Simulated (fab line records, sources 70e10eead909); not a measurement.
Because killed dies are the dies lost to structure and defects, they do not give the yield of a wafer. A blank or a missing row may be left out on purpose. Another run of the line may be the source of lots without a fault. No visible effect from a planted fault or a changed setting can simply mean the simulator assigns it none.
fab line records | flow nandHarc | part 2 of 2: steps 28 to 37 of 37
[record] lots = 5 wafers = 15 lastDay = 33
route steps=1302 shown A_M0@1159 A_M1@1169
lots with no fault: from the same line, run without faults
startH: hours from the record's opening day to when the first of the lot's shown wafers began | waitH: how many hours have passed since the lot's step before this one | " the same as in the row above | L1.1+2: a row that stands for several wafers | - no value, or no start was given | * or withheld: withheld | < > ~ a bound
route shown NAME@n: a module of which the file shows steps, and the number in the route of the first | usual: mean/standard deviation of fault-free wafers | same: alike in all rows | chamber/n: place in a boat | sites: readings site by site | _std_site: standard deviation of those values | _edge_site: outer sites' mean less inner sites' | radiusMm: for every site, how far away it sits from the centre of the wafer | mask NAME#n: copy n | behind: tool/chamber where the wafer was last shaped | hold: what put the lot on hold/how long, in hours/how the hold closed | device: names the non-switching transistor (n, p or np) | end of line: the route-end tests of the same wafers | a step with no rows: only its recipe | killed: count of dies lost to structure and defects at first sort (not the wafer's yield) | map: a wafer's dies, marking killed ones x, the rest . and places with no die _
set.NAME: the setting the step ran with; set.NAME@STEP: the setting that earlier step ran with | model.NAME: the simulator's own value behind a step, which no gauge read
lots at selected steps of the route; one table per step, one row per wafer
services: from which hour (startH, from the record's first day; less than 0 if before it) a tool's chamber was out of use, for how many hours, and why
[[steps]]
[step NHARC_A_M1_ETCH_28]
[recipe] targetDepthA = 300 overEtchFrac = 0.3 timeS = 72.99 ionEnergyEv = 150 cf4FlowSccm = 50 n2FlowSccm = 100 arFlowSccm = 150 rfW = 300 biasW = 100 chemistry = CF4/N2
[usual] drypumpMotorCurrentA = 5.7/0.45 mfcArSccm = 150.0/0.45 oesProductAu = 0.999/0.01 rfVppV = 314.5/1.7 showerheadPlenumPTorr = 2.64/0.093 throttleValvePct = 19.794/0.0091
// columns lot.wafer tool chamber startH waitH drypumpMotorCurrentA mfcArSccm oesProductAu rfHoursCounterH rfVppV showerheadPlenumPTorr throttleValvePct
L083.4 rieDiel-12 3 - - 5.2 150.3 1.008 3.8 313.0 2.57 19.813
L083.3 " 2 " " 6.4 150.2 1.002 4.2 313.4 2.64 19.806
L083.6 " 3 " " 5.2 150.3 1.008 - 313.1 2.57 19.787
L085.3 rieDiel-09 1 - - 5.8 149.7 1.018 6.6 312.6 2.50 19.804
L085.1 " 2 " " 5.7 150.2 0.995 8.7 311.7 2.54 19.787
L085.2 " 3 " " 5.1 149.9 1.002 8.2 314.4 2.60 19.786
L093.4 rieDiel-12 1 - - 5.1 149.5 1.001 2.2 315.7 2.70 19.781
L093.5 " 2 " " 6.4 149.2 1.004 - 314.2 2.63 19.795
L093.6 " 3 " " 5.2 150.8 0.996 - 313.3 2.57 19.799
L095.3 rieDiel-04 1 - - 5.7 149.8 1.002 0.5 316.7 2.76 19.797
L095.6 " 1 " " 5.7 149.8 0.998 - 315.8 2.76 19.792
L095.5 " 2 " " 5.5 150.3 1.008 - 313.3 2.61 19.800
L096.1 rieDiel-09 2 - - 5.7 149.7 0.999 4.1 313.0 2.54 19.789
L096.2 " 0 " " 5.5 150.7 1.012 5.3 315.5 2.69 19.786
L096.6 " 2 " " 5.7 149.9 1.005 - 313.0 2.54 19.803
[step NHARC_A_M1_STRIP_19]
[recipe] timeS = 600 tempC = 30 chemistry = postEtchResidueRemover
// columns lot.wafer tool chamber startH waitH
L083.4+3+6 wetBench-10 3,4,0 616.82 -
L085.1+2+3 wetBench-08 2,3,5 644.96 -
L093.6+5+4 wetBench-08 3,5,6 709.50 -
L095.5+6+3 wetBench-08 6,7,1 726.05 -
L096.1+6+2 wetBench-10 2,3,6 746.72 -
[step NHARC_A_M1_DEGAS_29]
[recipe] tempC = 250 timeS = 60
[usual] heaterPowerW = 330/34
// columns lot.wafer tool chamber startH waitH heaterPowerW
L083.4 pvdSputter-02 - 617.09 - 410
L083.3 " - " " 335
L083.6 " - " " 331
L085.3 pvdSputter-03 - 645.22 - 350
L085.2 " - " " 332
L085.1 " - " " 394
L093.4 pvdSputter-01 - 709.78 - 318
L093.5 " - " " 322
L093.6 " - " " 309
L095.3 pvdSputter-01 - 726.32 - 318
L095.6 " - " " 333
L095.5 " - " " 318
L096.1 pvdSputter-02 - 746.99 - 402
L096.2 " - " " 254
L096.6 " - " " 398
[step NHARC_A_M1_PRE_CLEAN_30]
[recipe] timeS = 30 tempC = 280 gas = H2/He
[usual] heaterPowerW = 404/41
// columns lot.wafer tool chamber startH waitH heaterPowerW
L083.4 pvdSputter-02 - - - 317
L083.3 " - " " 505
L083.6 " - " " 365
L085.3 pvdSputter-03 - - - 415
L085.1 " - " " 471
L085.2 " - " " 397
L093.4 pvdSputter-01 - - - 393
L093.6 " - " " 408
L093.5 " - " " 388
L095.3 pvdSputter-01 - - - 389
L095.6 " - " " 411
L095.5 " - " " 396
L096.1 pvdSputter-02 - - - 488
L096.2 " - " " 404
L096.6 " - " " 390
[step NHARC_A_M1_PVD_20]
[recipe] targetThkA = 50 biasV = 168.6 powerW = 15000 chamberPressurePa = 0.12 timeS = 8.06 substrateTempC = 50 material = TaN
[usual] substrateTempC = 50.00/0.12 throttleValvePct = 30.2/1.2
// columns lot.wafer tool chamber startH waitH substrateTempC throttleValvePct
L083.3 pvdSputter-02 - - - 49.66 30.8
L083.4 " - " " 49.77 29.5
L083.6 " - " " 50.04 29.4
L085.1 pvdSputter-03 - - - 50.05 28.3
L085.2 " - " " 50.03 31.1
L085.3 " - " " 49.75 31.4
L093.4 pvdSputter-01 - - - 49.94 31.4
L093.5 " - " " 49.94 31.1
L093.6 " - " " 50.06 28.5
L095.3 pvdSputter-01 - - - 49.74 31.2
L095.5 " - " " 50.07 31.4
L095.6 " - " " 49.77 29.2
L096.2 pvdSputter-02 - - - 49.87 29.7
L096.1 " - " " 50.04 30.5
L096.6 " - " " 50.04 29.7
[step NHARC_A_M1_PVD_21]
[recipe] targetThkA = 300 chamberPressurePa = 5 powerW = 5000 substrateTempC = 30 timeS = 20.49 material = Cu
[usual] substrateTempC = 30.00/0.11 throttleValvePct = 30.2/1.2
// columns lot.wafer tool chamber startH waitH substrateTempC throttleValvePct
L083.3 pvdSputter-02 - - - 30.03 30.9
L083.4 " - " " 29.89 31.7
L083.6 " - " " 29.86 32.1
L085.1 pvdSputter-03 - - - 30.16 30.4
L085.2 " - " " 30.16 30.9
L085.3 " - " " 30.09 28.4
L093.4 pvdSputter-01 - - - 29.83 31.1
L093.6 " - " " 29.87 28.6
L093.5 " - " " 29.82 31.4
L095.3 pvdSputter-01 - - - 30.07 29.4
L095.5 " - " " 29.83 31.2
L095.6 " - " " 30.08 28.5
L096.2 pvdSputter-02 - - - 30.04 32.0
L096.1 " - " " 30.19 30.4
L096.6 " - " " 29.99 29.7
[step NHARC_A_M1_ECD_22]
[recipe] targetThkA = 4000 bathTempC = 25 material = Cu
// columns lot.wafer tool chamber startH waitH
L083.4+3+6 ecdCu-01 0,1,0 617.58 -
L085.2+1+3 ecdCu-01 1,0,0 645.58 -
L093.4+6+5 ecdCu-02 0,0,1 710.22 -
L095.3+5+6 ecdCu-01 1,1,0 726.77 -
L096.2+1+6 ecdCu-02 0,1,1 747.37 -
[step NHARC_A_M1_ANNEAL_31]
[recipe] tempC = 225 timeS = 90
[usual] wafer_temp_C_max = 226.0/0.3
// columns lot.wafer tool chamber startH waitH wafer_temp_C_max
L083.3 rtpAnneal-01 0 617.96 - 225.8
L083.4 " 0 " " 226.5
L083.6 " 0 " " 226.2
L085.1 rtpAnneal-02 0 645.97 0.3 225.9
L085.2 " 0 " " 226.2
L085.3 " 0 " " 225.9
L093.4 rtpAnneal-01 0 710.67 0.4 226.3
L093.5 " 0 " " 226.0
L093.6 " 0 " " 226.2
L095.3 rtpAnneal-01 0 727.15 - 226.2
L095.5 " 0 " " 226.3
L095.6 " 0 " " 225.9
L096.1 rtpAnneal-01 0 747.74 - 226.1
L096.2 " 0 " " 225.9
L096.6 " 0 " " 226.5
[step NHARC_A_M1_CMP_23]
[recipe] tOverpolishS = 20 targetThkNm = 154.34
[usual] motorCurrentA = 12.2/1.7 padLifeWafers = 230/110 retainingRingPressureFrac = 0.999/0.005 timeToEndpointS = 28.4/3
[same] tOverpolishS = 20
// columns lot.wafer tool chamber startH waitH motorCurrentA padLifeWafers retainingRingPressureFrac timeToEndpointS
L083.4 cmp-01 2 618.23 - 11.1 109 0.999 28.6
L083.3 " 0 " " 11.8 111 0.994 32.9
L083.6 " 2 " " 10.9 - 0.993 27.6
L085.2 cmp-01 1 646.32 - 12.7 228 1.008 26.7
L085.1 " 2 " " 10.8 229 0.999 24.9
L085.3 " 0 " " 10.9 231 1.000 33.1
L093.4 cmp-03 0 710.86 - 11.8 186 1.002 29.7
L093.6 " 0 " " 11.8 - 0.991 29.2
L093.5 " 1 " " 10.6 - 0.995 28.4
L095.3 cmp-01 0 727.42 - 11.0 187 0.989 33.2
L095.6 " 3 " " 11.6 - 1.004 29.0
L095.5 " 0 " " 10.8 - 1.001 35.6
L096.2 cmp-01 1 748.08 - 12.5 264 1.000 26.6
L096.1 " 0 " " 10.7 267 1.005 30.1
L096.6 " 2 " " 10.7 - 0.997 24.2
[step NHARC_A_M1_THK_MEAS_24]
[recipe] thkMeasGauge = xrf
[usual] thkNm = 154.2/1.7
// columns lot.wafer tool chamber startH waitH thkNm
L083.3 filmMetro-02 - 618.52 - 156.0
L083.4 " - " " 153.9
L083.6 " - " " 153.9
L085.1 filmMetro-02 - 646.63 - 153.6
L085.2 " - " " 152.9
L085.3 " - " " 155.1
L093.4 filmMetro-02 - 711.17 - 153.5
L093.5 " - " " 156.2
L093.6 " - " " 153.2
L095.3 filmMetro-02 - 727.71 - 155.7
L095.5 " - " " 154.3
L095.6 " - " " 155.1
L096.1 filmMetro-02 - 748.40 - 154.4
L096.2 " - " " 154.2
L096.6 " - " " 153.5
[[services]]
// columns tool chamber startH hours kind
ecdCu-02 - 589.20 12.4 repair
pecvd-04 - 598.19 0.7 repair
rieDiel-04 1 619.84 7.8 repair
rieDiel-12 - 622.42 9.0 pm
rieDiel-09 1 623.95 20.0 repair
cmp-01 - 634.33 1.1 repair
pvdSputter-02 - 641.51 0.5 repair
rieDiel-04 0 651.70 3.0 repair
rieDiel-04 1 651.77 5.4 repair
wetBench-10 - 663.20 8.0 pm
rieDiel-04 0 665.16 3.0 repair
pvdSputter-03 - 672.96 2.1 repair
pecvd-01 - 673.27 13.0 pm
rieDiel-09 - 674.97 9.0 pm
cmp-01 - 675.50 4.0 pm
pvdSputter-03 - 678.46 5.5 repair
lithoTrack-01 - 680.00 7.0 pm
pvdSputter-02 - 693.21 11.4 repair
lithoTrack-06 - 704.00 7.0 pm
pvdSputter-03 - 704.09 10.0 pm
rieDiel-04 - 708.90 9.0 pm
pvdSputter-02 - 716.23 5.9 repair
lithoTrack-04 - 728.00 7.0 pm
rieDiel-09 3 731.70 13.8 repair
